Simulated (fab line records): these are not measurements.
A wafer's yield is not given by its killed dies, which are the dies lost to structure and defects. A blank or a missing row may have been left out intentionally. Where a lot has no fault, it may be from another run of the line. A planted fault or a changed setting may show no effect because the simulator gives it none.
fab line records	flow n5-finfet
record lots=7	wafers=21
route steps=1938 shown ZERO_LAYER@4 WELL_APT@25 FIN_SAQP@114 DUMMY_GATE@225
start-h: hours from the record's opening day to when the first of the lot's shown wafers began	wait-h: hours since the lot's step before	" same as the row above	L1.1+2: several wafers, shown together as one row	- no value, or no start given	* or withheld: withheld	< > ~ a bound
route shown NAME@n: a module of which the file shows steps, and the number in the route of the first	usual: the fault-free wafers' mean and standard deviation	same: alike in all rows	chamber/n: place in a boat	sites: the reading at each site	_std_site: the standard deviation of these	_edge_site: the outer-site mean with the inner-site mean subtracted	radius-mm: how far each site lies from the wafer's centre	mask NAME#n: copy n	behind: the most recent tool/chamber to have shaped the wafer	hold: why the lot went on hold/how many hours it stayed there/how the hold came to an end	device: the n, p or np transistor that did not switch	end of line: tests of these same wafers at the route's end	for a step that has no rows: nothing shown but its recipe	killed: count of dies lost to structure and defects at first sort (not the wafer's yield)	map: a wafer's dies, x killed, . not, _ none there
set.NAME: the setting as run; set.NAME@STEP: as run at that earlier step	model.NAME: the simulator's own value behind a step, which no gauge read
one table per step and one row per wafer, for lots whose settings were changed on purpose
## steps
# step N5_ZERO_LAYER_PECVD_02
# recipe material=SiO2	target-thk-a=100	temp-c=400	precursor=SiH4/N2O	pressure-torr=0.75	rf-w=275	time-s=6
lot.wafer	tool	chamber	start-h	wait-h	set.time-s	model.SiO2_of_ZERO_LAYER_PECVD_02.thk-nm
L074.1	pecvd-01	2	12.30	0.0	6	10.01
L074.2	"	0	"	"	6	10.06
L074.3	"	1	"	"	6	10.15
L081.1	pecvd-04	1	54.28	0.0	6	9.939
L081.3	"	1	"	"	5.156	8.707
L081.4	"	0	"	"	5.156	8.476
L086.3	pecvd-04	1	84.29	0.0	5.243	8.645
L086.4	"	2	"	"	5.243	8.694
L086.5	"	0	"	"	6	9.791
L090.1	pecvd-02	2	108.28	0.0	6	10.06
L090.3	"	0	"	"	6	9.93
L090.4	"	0	"	"	6	9.984
L092.3	pecvd-01	1	120.75	0.0	6	9.831
L092.5	"	2	"	"	6	10.24
L092.6	"	1	"	"	6	10.09
L095.3	pecvd-01	1	138.28	0.0	6	9.688
L095.4	"	0	"	"	6	10.09
L095.6	"	2	"	"	6.475	10.79
L096.1	pecvd-01	1	144.28	0.0	6	9.893
L096.3	"	0	"	"	5.564	9.316
L096.4	"	2	"	"	5.564	9.367
# step N5_ZERO_LAYER_COAT_05
# recipe spin-rpm=1500	resist-thk-nm=1000
lot.wafer	tool	chamber	start-h	wait-h	set.spin-rpm	model.coat_of_ZERO_LAYER_COAT_05.thk-nm
L074.1	litho-track-03	0	-	-	1343	1060
L074.2	"	0	"	"	1500	1000
L074.3	"	0	"	"	1500	1001
L081.1	litho-track-04	0	-	-	1500	998.8
L081.3	"	0	"	"	1500	999.8
L081.4	"	0	"	"	1500	999.5
L086.3+4	litho-track-02	0	-	-	1500	999.1
L086.5	"	0	"	"	1383	1039
L090.1+4	litho-track-03	0	-	-	1500	1001
L090.3	"	0	"	"	1500	1000
L092.3	litho-track-04	0	-	-	1500	1010
L092.5	"	0	"	"	1500	1005
L092.6	"	0	"	"	1500	1006
L095.3	litho-track-02	0	-	-	1500	995.2
L095.4	"	0	"	"	1500	998.1
L095.6	"	0	"	"	1500	997.2
L096.1+4	litho-track-04	0	-	-	1500	1001
L096.3	"	0	"	"	1500	1005
# step N5_ZERO_LAYER_EBR_07
# recipe solvent=PGMEA	ebr-width-mm=1.5
# step N5_ZERO_LAYER_SOFTBAKE_06
# recipe temp-c=100	time-s=90
# step N5_ZERO_LAYER_DESCUM_16
# recipe chemistry=O2	time-s=7.9	source-power-w=50	bias-power-w=20	pressure-mtorr=20	rf-frequency-hz=2.712e+07	temp-c=40	o2-flow-sccm=225
# step N5_ZERO_LAYER_ETCH_17
# recipe chemistry=CF4	target=SiO2	target-depth-a=120	time-s=13.3	ion-energy-ev=350	pressure-mtorr=40	source-w=450	bias-w=215	Ar_flow_sccm=100	cf4-flow-sccm=100
# step N5_ZERO_LAYER_ETCH_18
# recipe chemistry=HBr/Cl2	target=Si	target-depth-a=1200	time-s=40	pressure-mtorr=10	icp-w=800	bias-w=75	HBr_flow_sccm=150	Cl2_flow_sccm=80
lot.wafer	tool	chamber	start-h	wait-h	set.spin-rpm@ZERO_LAYER_COAT_05	model.coat_of_ZERO_LAYER_COAT_05.thk-nm
L074.1	rie-si-06	2	12.80	0.0	1343	989.7
L074.2	"	1	"	"	1500	931.1
L074.3	"	3	"	"	1500	931.6
L081.1	rie-si-05	0	54.81	0.0	1500	929.6
L081.3	"	2	"	"	1500	930.7
L081.4	"	3	"	"	1500	928.2
L086.3	rie-si-03	1	84.92	0.0	1500	928.2
L086.4	"	0	"	"	1500	929.3
L086.5	"	1	"	"	1383	968.9
L090.1	rie-si-05	0	108.79	0.0	1500	931.3
L090.3	"	2	"	"	1500	930.6
L090.4	"	3	"	"	1500	930.4
L092.3	rie-si-06	0	121.25	0.0	1500	940.6
L092.5	"	3	"	"	1500	936.5
L092.6	"	2	"	"	1500	935.7
L095.3	rie-si-05	3	138.91	0.0	1500	924.4
L095.4	"	2	"	"	1500	929.1
L095.6	"	1	"	"	1500	927.2
L096.1	rie-si-06	2	144.79	0.0	1500	929.7
L096.3	"	1	"	"	1500	936.4
L096.4	"	3	"	"	1500	930.9
# step N5_ZERO_LAYER_STRIP_24
# recipe chemistry=O2	power-w=1000	temp-c=250	overash-fraction=0.3	pressure-mtorr=1000	o2-flow-sccm=6750
# usual strip-time-to-endpoint-s=43.85/0.077
lot.wafer	tool	chamber	start-h	wait-h	set.spin-rpm@ZERO_LAYER_COAT_05	strip-time-to-endpoint-s
L074.1	plasma-asher-01	0	12.92	0.1	1343	45.61
L074.2	"	1	"	"	1500	43.88
L074.3	"	1	"	"	1500	43.90
L081.1	plasma-asher-01	0	54.92	0.1	1500	43.84
L081.3	"	0	"	"	1500	43.84
L081.4	"	1	"	"	1500	43.79
L086.3	plasma-asher-01	1	85.05	0.1	1500	43.79
L086.4	"	0	"	"	1500	43.82
L086.5	"	0	"	"	1383	44.99
L090.1	plasma-asher-01	0	108.89	0.1	1500	43.89
L090.3	"	0	"	"	1500	43.85
L090.4	"	1	"	"	1500	43.84
L092.3	plasma-asher-01	0	121.38	0.1	1500	44.15
L092.5	"	0	"	"	1500	44.04
L092.6	"	1	"	"	1500	44.01
L095.3	plasma-asher-02	1	139.04	0.1	1500	43.66
L095.4	"	0	"	"	1500	43.80
L095.6	"	0	"	"	1500	43.74
L096.1	plasma-asher-02	1	144.89	0.1	1500	43.83
L096.3	"	1	"	"	1500	44.03
L096.4	"	0	"	"	1500	43.86
# step N5_WELL_APT_PEB_06
# recipe peb-temp-c=130	peb-time-s=90
lot.wafer	tool	chamber	start-h	wait-h	set.peb-time-s
L074.1+3	litho-track-05	0	13.49	0.1	90
L074.2	"	0	"	"	73.34
L081.1	litho-track-05	0	55.47	0.1	90
L081.3+4	"	0	"	"	80.97
L086.3+5	litho-track-05	0	85.85	0.0	77.28
L086.4	"	0	"	"	90
L090.1+3+4	litho-track-02	0	109.44	0.1	90
L092.3+5	litho-track-05	0	122.04	0.0	108.3
L092.6	"	0	"	"	90
L095.3+4	litho-track-02	0	139.82	0.0	90
L095.6	"	0	"	"	82.91
L096.1	litho-track-05	0	145.57	0.1	90
L096.3+4	"	0	"	"	74.84
# step N5_WELL_APT_DEVELOP_07
# recipe develop-time-s=45	rinse-liquid=surfactant-rinse	dry=air-spin	dev-temp-c=21
# step N5_WELL_APT_HARDBAKE_12
# recipe temp-c=130	time-s=120
# step N5_WELL_APT_CD_MEAS_08
# recipe target-cd-nm=200	landing-energy-ev=500	detector=se-inlens
# usual cd-nm=199.8/2
lot.wafer	tool	chamber	start-h	wait-h	set.peb-time-s@WELL_APT_PEB_06	cd-nm
L074.1	cd-sem-02	0	13.60	-	90	199.3
L074.2	"	0	"	"	73.34	191.6
L074.3	"	0	"	"	90	201.1
L081.1	cd-sem-03	0	55.59	-	90	203.4
L081.3	"	0	"	"	80.97	195.8
L081.4	"	0	"	"	80.97	196.4
L086.3	cd-sem-01	0	85.96	-	77.28	196.4
L086.4	"	0	"	"	90	201.9
L086.5	"	0	"	"	77.28	195.3
L090.1	cd-sem-03	0	109.56	-	90	197.7
L090.3	"	0	"	"	90	197.0
L090.4	"	0	"	"	90	200.4
L092.3	cd-sem-01	0	122.15	-	108.3	208.2
L092.5	"	0	"	"	108.3	209.4
L092.6	"	0	"	"	90	199.6
L095.3	cd-sem-03	0	139.93	-	90	199.4
L095.4	"	0	"	"	90	196.6
L095.6	"	0	"	"	82.91	198.3
L096.1	cd-sem-02	0	145.69	-	90	201.2
L096.3	"	0	"	"	74.84	191.2
L096.4	"	0	"	"	74.84	192.1
# step N5_WELL_APT_DESCUM_13
# recipe chemistry=O2	time-s=7.9	source-power-w=50	bias-power-w=20	pressure-mtorr=20	rf-frequency-hz=2.712e+07	temp-c=40	o2-flow-sccm=225
lot.wafer	tool	chamber	start-h	wait-h	set.peb-time-s@WELL_APT_PEB_06	model.WELL_APT.cd-nm
L074.1	rie-diel-05	3	13.69	0.0	90	199.6
L074.2	"	1	"	"	73.34	191.9
L074.3	"	0	"	"	90	201.3
L081.1	rie-diel-05	0	55.91	0.3	90	202.9
L081.3	"	1	"	"	80.97	196.1
L081.4	"	3	"	"	80.97	195.9
L086.3	rie-diel-04	3	86.05	0.0	77.28	196.2
L086.4	"	0	"	"	90	201.8
L086.5	"	2	"	"	77.28	195.5
L090.1	rie-diel-05	2	109.65	0.0	90	197.8
L090.3	"	1	"	"	90	196.7
L090.4	"	3	"	"	90	200.5
L092.3	rie-diel-05	1	122.24	0.0	108.3	208.4
L092.5	"	0	"	"	108.3	209.2
L092.6	"	1	"	"	90	199.5
L095.3	rie-diel-05	3	140.03	0.0	90	199.4
L095.4	"	0	"	"	90	196.9
L095.6	"	3	"	"	82.91	198
L096.1	rie-diel-03	1	145.78	0.0	90	201.4
L096.3	"	3	"	"	74.84	191.4
L096.4	"	1	"	"	74.84	192.2
# step N5_WELL_APT_COAT_19
# recipe spin-rpm=1357	resist-thk-nm=950
lot.wafer	tool	chamber	start-h	wait-h	set.spin-rpm	model.coat_of_WELL_APT_COAT_19.thk-nm
L074.1	litho-track-01	0	-	-	1357	951.2
L074.2	"	0	"	"	1357	951.3
L074.3	"	0	"	"	1357	953.2
L081.1	litho-track-01	0	-	-	1357	951.9
L081.3	"	0	"	"	1357	955.9
L081.4	"	0	"	"	1357	952.8
L086.3	litho-track-01	0	-	-	1357	953.2
L086.4+5	"	0	"	"	1209	1008
L090.1	litho-track-05	0	-	-	1357	951.4
L090.3	"	0	"	"	1357	952.2
L090.4	"	0	"	"	1357	954.6
L092.3+6	litho-track-05	0	-	-	1460	916.5
L092.5	"	0	"	"	1460	918.2
L095.3	litho-track-01	0	-	-	1257	988.8
L095.4	"	0	"	"	1357	948.4
L095.6	"	0	"	"	1357	950.1
L096.1	litho-track-05	0	-	-	1357	956.2
L096.3	"	0	"	"	1310	970
L096.4	"	0	"	"	1357	955.5
# step N5_FIN_SAQP_DESCUM_21
# recipe chemistry=O2	time-s=7.9	source-power-w=50	bias-power-w=20	pressure-mtorr=20	rf-frequency-hz=2.712e+07	temp-c=40	resist=CAR-ArF	o2-flow-sccm=225
lot.wafer	tool	chamber	start-h	wait-h	set.time-s	model.CAR-ArF_of_FIN_SAQP_COAT_10.thk-nm
L074.1	rie-diel-04	3	22.40	0.0	7.9	83.57
L074.2	"	2	"	"	7.9	83.56
L074.3	"	0	"	"	7.282	83.88
L081.1	rie-diel-05	1	63.81	0.0	7.9	83.65
L081.3	"	2	"	"	9.096	82.9
L081.4	"	3	"	"	7.9	83.69
L086.3	rie-diel-05	2	97.35	0.5	7.331	84.07
L086.4	"	3	"	"	7.331	84.29
L086.5	"	0	"	"	7.9	83.89
L090.1	rie-diel-03	3	118.44	0.1	7.9	83.5
L090.3	"	2	"	"	7.9	83.44
L090.4	"	0	"	"	7.9	83.11
L092.3	rie-diel-04	2	131.16	0.5	9.02	82.68
L092.5	"	0	"	"	7.9	83.46
L092.6	"	3	"	"	7.9	83.41
L095.3	rie-diel-04	3	148.64	0.0	7.9	83.65
L095.4	"	2	"	"	7.9	83.38
L095.6	"	3	"	"	7.9	83.67
L096.1	rie-diel-05	3	153.99	0.0	9.128	82.78
L096.3	"	0	"	"	9.128	83.02
L096.4	"	2	"	"	7.9	83.77
# step N5_FIN_SAQP_ETCH_51
# recipe chemistry=CF4	target=SiARC	target-depth-a=455	mask-material=CAR-ArF	time-s=75.8	ion-energy-ev=80	pressure-mtorr=40	source-w=545	bias-w=36	Ar_flow_sccm=100	cf4-flow-sccm=100	ends=cleared
lot.wafer	tool	chamber	start-h	wait-h	set.time-s@FIN_SAQP_DESCUM_21	model.CAR-ArF_of_FIN_SAQP_COAT_10.thk-nm
L074.1	rie-diel-04	3	22.44	0.0	7.9	51.02
L074.2	"	2	"	"	7.9	50.9
L074.3	"	0	"	"	7.282	51.26
L081.1	rie-diel-05	1	63.84	0.0	7.9	50.98
L081.3	"	2	"	"	9.096	50.29
L081.4	"	3	"	"	7.9	50.97
L086.3	rie-diel-05	2	97.39	0.0	7.331	51.45
L086.4	"	3	"	"	7.331	51.69
L086.5	"	0	"	"	7.9	51.36
L090.1	rie-diel-03	3	118.47	0.0	7.9	51.07
L090.3	"	2	"	"	7.9	51.02
L090.4	"	0	"	"	7.9	50.55
L092.3	rie-diel-04	2	131.20	0.0	9.02	49.92
L092.5	"	0	"	"	7.9	50.75
L092.6	"	3	"	"	7.9	50.69
L095.3	rie-diel-04	3	148.68	0.0	7.9	51
L095.4	"	2	"	"	7.9	50.68
L095.6	"	3	"	"	7.9	50.96
L096.1	rie-diel-05	3	154.03	0.0	9.128	50.32
L096.3	"	0	"	"	9.128	50.46
L096.4	"	2	"	"	7.9	51.23
# step N5_DUMMY_GATE_COAT_09
# recipe resist=CAR-EUV	spin-rpm=1500	resist-thk-nm=30
lot.wafer	tool	chamber	start-h	wait-h	set.spin-rpm	model.CAR-EUV_of_DUMMY_GATE_COAT_09.thk-nm
L074.1+3	litho-track-04	0	-	-	1337	31.8
L074.2	"	0	"	"	1500	30
L081.1+4	litho-track-03	0	-	-	1500	30
L081.3	"	0	"	"	1440	30.6
L086.3	litho-track-04	0	-	-	1500	30
L086.4	"	0	"	"	1618	29
L086.5	"	0	"	"	1500	30.2
L090.1+3+4	litho-track-04	0	-	-	1500	30
L092.3	litho-track-04	0	-	-	1656	28.6
L092.5	"	0	"	"	1656	28.4
L092.6	"	0	"	"	1500	30
L095.3	litho-track-04	0	-	-	1554	29.6
L095.4	"	0	"	"	1500	30
L095.6	"	0	"	"	1554	29.4
L096.1	litho-track-03	0	-	-	1500	30
L096.3+4	"	0	"	"	1430	30.6
# step N5_DUMMY_GATE_EXPOSE_12
# recipe mask-id=GATE	na=0.33	source-shape=annular	sigma-inner=0.2	sigma-outer=0.6	polarization=unpolarized	target-cd-nm=25	dose-mj=34
lot.wafer	tool	chamber	start-h	wait-h	mask	set.dose-mj
L074.1+3	euv-scanner-02	0	50.05	-	GATE#0	34
L074.2	"	0	"	"	GATE#0	35.26
L081.1+3+4	euv-scanner-01	0	88.88	-	GATE#0	35.34
L086.3	euv-scanner-01	0	124.77	-	GATE#0	34
L086.4+5	"	0	"	"	GATE#0	31.84
L090.1+3+4	euv-scanner-01	0	153.62	-	GATE#0	34
L092.3+5+6	euv-scanner-01	0	157.41	-	GATE#0	34
L095.3+6	euv-scanner-02	0	172.07	-	GATE#0	34
L095.4	"	0	"	"	GATE#0	35.33
L096.1+3	euv-scanner-02	0	181.28	-	GATE#0	32.58
L096.4	"	0	"	"	GATE#0	34
# step N5_DUMMY_GATE_PEB_13
# recipe peb-temp-c=100	peb-time-s=60	resist=CAR-EUV
# step N5_DUMMY_GATE_DEVELOP_14
# recipe develop-time-s=30	developer=TMAH	resist=CAR-EUV	rinse-liquid=surfactant-rinse	dry=air-spin	dev-temp-c=23
lot.wafer	tool	chamber	start-h	wait-h	set.spin-rpm@DUMMY_GATE_COAT_09	model.CAR-EUV_of_DUMMY_GATE_COAT_09.thk-nm
L074.1	litho-track-04	0	-	-	1337	31.2
L074.2	"	0	"	"	1500	29.4
L074.3	"	0	"	"	1337	31.4
L081.1+4	litho-track-02	0	-	-	1500	29.6
L081.3	"	0	"	"	1440	30.2
L086.3+5	litho-track-03	0	-	-	1500	29.6
L086.4	"	0	"	"	1618	28.6
L090.1+3+4	litho-track-04	0	-	-	1500	29.6
L092.3+5	litho-track-02	0	-	-	1656	28
L092.6	"	0	"	"	1500	29.6
L095.3+6	litho-track-03	0	-	-	1554	29
L095.4	"	0	"	"	1500	29.6
L096.1	litho-track-03	0	-	-	1500	29.4
L096.3+4	"	0	"	"	1430	30.2
# step N5_DUMMY_GATE_CD_MEAS_15
# recipe target-cd-nm=25.8	landing-energy-ev=500	detector=se-inlens
# usual cd-nm=24.99/0.25
lot.wafer	tool	chamber	start-h	wait-h	set.dose-mj@DUMMY_GATE_EXPOSE_12	cd-nm
L074.1	cd-sem-03	0	50.18	-	34	25.19
L074.2	"	0	"	"	35.26	24.48
L074.3	"	0	"	"	34	25.28
L081.1	cd-sem-02	0	89.01	-	35.34	24.22
L081.3	"	0	"	"	35.34	23.92
L081.4	"	0	"	"	35.34	24.19
L086.3	cd-sem-02	0	124.89	-	34	25.18
L086.4	"	0	"	"	31.84	25.83
L086.5	"	0	"	"	31.84	26.17
L090.1	cd-sem-01	0	153.75	-	34	25.55
L090.3	"	0	"	"	34	25.14
L090.4	"	0	"	"	34	25.23
L092.3	cd-sem-03	0	157.53	-	34	24.74
L092.5	"	0	"	"	34	24.64
L092.6	"	0	"	"	34	25.20
L095.3	cd-sem-02	0	172.19	-	34	24.87
L095.4	"	0	"	"	35.33	24.04
L095.6	"	0	"	"	34	24.66
L096.1	cd-sem-02	0	181.41	-	32.58	25.75
L096.3	"	0	"	"	32.58	25.90
L096.4	"	0	"	"	34	24.60
# step N5_DUMMY_GATE_DESCUM_20
# recipe chemistry=O2	time-s=6.2	source-power-w=50	bias-power-w=20	pressure-mtorr=20	rf-frequency-hz=2.712e+07	temp-c=40	resist=CAR-EUV	o2-flow-sccm=225
# step N5_DUMMY_GATE_ETCH_29
# recipe chemistry=N2/H2	target=underlayer	target-depth-a=130	ion-energy-ev=200	pressure-mtorr=30	source-w=840	bias-w=150	n2-flow-sccm=200	h2-flow-sccm=200
# step N5_DUMMY_GATE_ETCH_36
# recipe chemistry=CF4	target=SiARC	target-depth-a=130	pressure-mtorr=40	source-w=545	bias-w=36	Ar_flow_sccm=100	cf4-flow-sccm=100	ion-energy-ev=80
lot.wafer	tool	chamber	start-h	wait-h	set.spin-rpm@DUMMY_GATE_COAT_09	model.CAR-EUV_of_DUMMY_GATE_COAT_09.thk-nm
L074.1+3	rie-diel-02	0,3	50.47	0.0	1337	13.2
L074.2	"	1	"	"	1500	11.8
L081.1+4	rie-diel-06	1,0	89.24	0.0	1500	11.8
L081.3	"	3	"	"	1440	12.4
L086.3	rie-diel-02	3	125.48	0.0	1500	11.6
L086.4	"	2	"	"	1618	10.8
L086.5	"	0	"	"	1500	11.8
L090.1+4	rie-diel-02	1	153.98	0.0	1500	12
L090.3	"	3	"	"	1500	11.6
L092.3	rie-diel-01	1	157.82	0.0	1656	10.2
L092.5	"	0	"	"	1656	10
L092.6	"	3	"	"	1500	11.8
L095.3	rie-diel-02	1	172.60	0.0	1554	11.4
L095.4	"	3	"	"	1500	11.4
L095.6	"	0	"	"	1554	10.6
L096.1	rie-diel-01	2	181.65	0.0	1500	11.4
L096.3	"	1	"	"	1430	12.4
L096.4	"	0	"	"	1430	12.2
# step N5_DUMMY_GATE_ETCH_37
# recipe chemistry=N2/H2	target=SOC	target-depth-a=600	overetch-a=300	temp-c=40	ion-energy-ev=200	pressure-mtorr=30	source-w=840	bias-w=150	n2-flow-sccm=200	h2-flow-sccm=200
# step N5_DUMMY_GATE_STRIP_38
# recipe chemistry=N2/H2	temp-c=40	n2-flow-sccm=200	h2-flow-sccm=200	rf-frequency-hz=6e+07
# step N5_DUMMY_GATE_STRIP_39
# recipe chemistry=N2/H2	temp-c=40	n2-flow-sccm=200	h2-flow-sccm=200	rf-frequency-hz=6e+07
# step N5_DUMMY_GATE_TRIM_49
# recipe chemistry=O2	resist=SOC	time-s=29	target-cd-nm=14	source-power-w=300	bias-power-w=0	O2_flow_sccm=100	temp-c=20
lot.wafer	tool	chamber	start-h	wait-h	set.dose-mj@DUMMY_GATE_EXPOSE_12	model.DUMMY_GATE.cd-nm
L074.1	rie-si-01	2	50.59	0.0	34	13.8
L074.2	"	3	"	"	35.26	13.6
L074.3	"	0	"	"	34	14
L081.1+4	rie-si-01	3,0	89.36	0.0	35.34	13.2
L081.3	"	2	"	"	35.34	12.8
L086.3	rie-si-01	1	125.60	0.0	34	14
L086.4	"	3	"	"	31.84	15.6
L086.5	"	0	"	"	31.84	15.4
L090.1	rie-si-01	1	154.11	0.0	34	14.2
L090.3+4	"	0,2	"	"	34	14
L092.3	rie-si-01	1	157.95	0.0	34	13.8
L092.5	"	1	"	"	34	14
L092.6	"	2	"	"	34	14.2
L095.3	rie-si-01	1	172.73	0.0	34	13.8
L095.4	"	3	"	"	35.33	13.2
L095.6	"	0	"	"	34	14.2
L096.1	rie-si-04	3	181.77	0.0	32.58	14.4
L096.3	"	1	"	"	32.58	14.8
L096.4	"	1	"	"	34	13.4
## key
split step=N5_ZERO_LAYER_PECVD_02	setting=time-s	stated=6	by=wafer
response step=N5_ZERO_LAYER_PECVD_02	reading=model.SiO2_of_ZERO_LAYER_PECVD_02.thk-nm	change=+0.0937	per=1%	r=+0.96
split step=N5_ZERO_LAYER_COAT_05	setting=spin-rpm	stated=1500	by=wafer
response step=N5_ZERO_LAYER_COAT_05	reading=model.coat_of_ZERO_LAYER_COAT_05.thk-nm	change=-5.51	per=1%	r=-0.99
response step=N5_ZERO_LAYER_ETCH_18	reading=model.coat_of_ZERO_LAYER_COAT_05.thk-nm	change=-5.42	per=1%	r=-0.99
response step=N5_ZERO_LAYER_STRIP_24	reading=strip-time-to-endpoint-s	change=*	per=1%	r=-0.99
split step=N5_WELL_APT_PEB_06	setting=peb-time-s	stated=90	by=wafer
response step=N5_WELL_APT_CD_MEAS_08	reading=cd-nm	change=+0.475	per=1%	r=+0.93
response step=N5_WELL_APT_DESCUM_13	reading=model.WELL_APT.cd-nm	change=+0.473	per=1%	r=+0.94
split step=N5_WELL_APT_COAT_19	setting=spin-rpm	stated=1357	by=wafer
response step=N5_WELL_APT_COAT_19	reading=model.coat_of_WELL_APT_COAT_19.thk-nm	change=-5.06	per=1%	r=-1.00
split step=N5_FIN_SAQP_DESCUM_21	setting=time-s	stated=7.9	by=wafer
response step=N5_FIN_SAQP_DESCUM_21	reading=model.CAR-ArF_of_FIN_SAQP_COAT_10.thk-nm	change=-0.0516	per=1%	r=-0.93
response step=N5_FIN_SAQP_ETCH_51	reading=model.CAR-ArF_of_FIN_SAQP_COAT_10.thk-nm	change=-0.0492	per=1%	r=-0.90
split step=N5_DUMMY_GATE_COAT_09	setting=spin-rpm	stated=1500	by=wafer
response step=N5_DUMMY_GATE_COAT_09	reading=model.CAR-EUV_of_DUMMY_GATE_COAT_09.thk-nm	change=-0.15	per=1%	r=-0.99
response step=N5_DUMMY_GATE_DEVELOP_14	reading=model.CAR-EUV_of_DUMMY_GATE_COAT_09.thk-nm	change=-0.158	per=1%	r=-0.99
response step=N5_DUMMY_GATE_ETCH_36	reading=model.CAR-EUV_of_DUMMY_GATE_COAT_09.thk-nm	change=-0.142	per=1%	r=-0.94
split step=N5_DUMMY_GATE_EXPOSE_12	setting=dose-mj	stated=34	by=wafer
response step=N5_DUMMY_GATE_CD_MEAS_15	reading=cd-nm	change=-0.183	per=1%	r=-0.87
response step=N5_DUMMY_GATE_TRIM_49	reading=model.DUMMY_GATE.cd-nm	change=-0.216	per=1%	r=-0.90
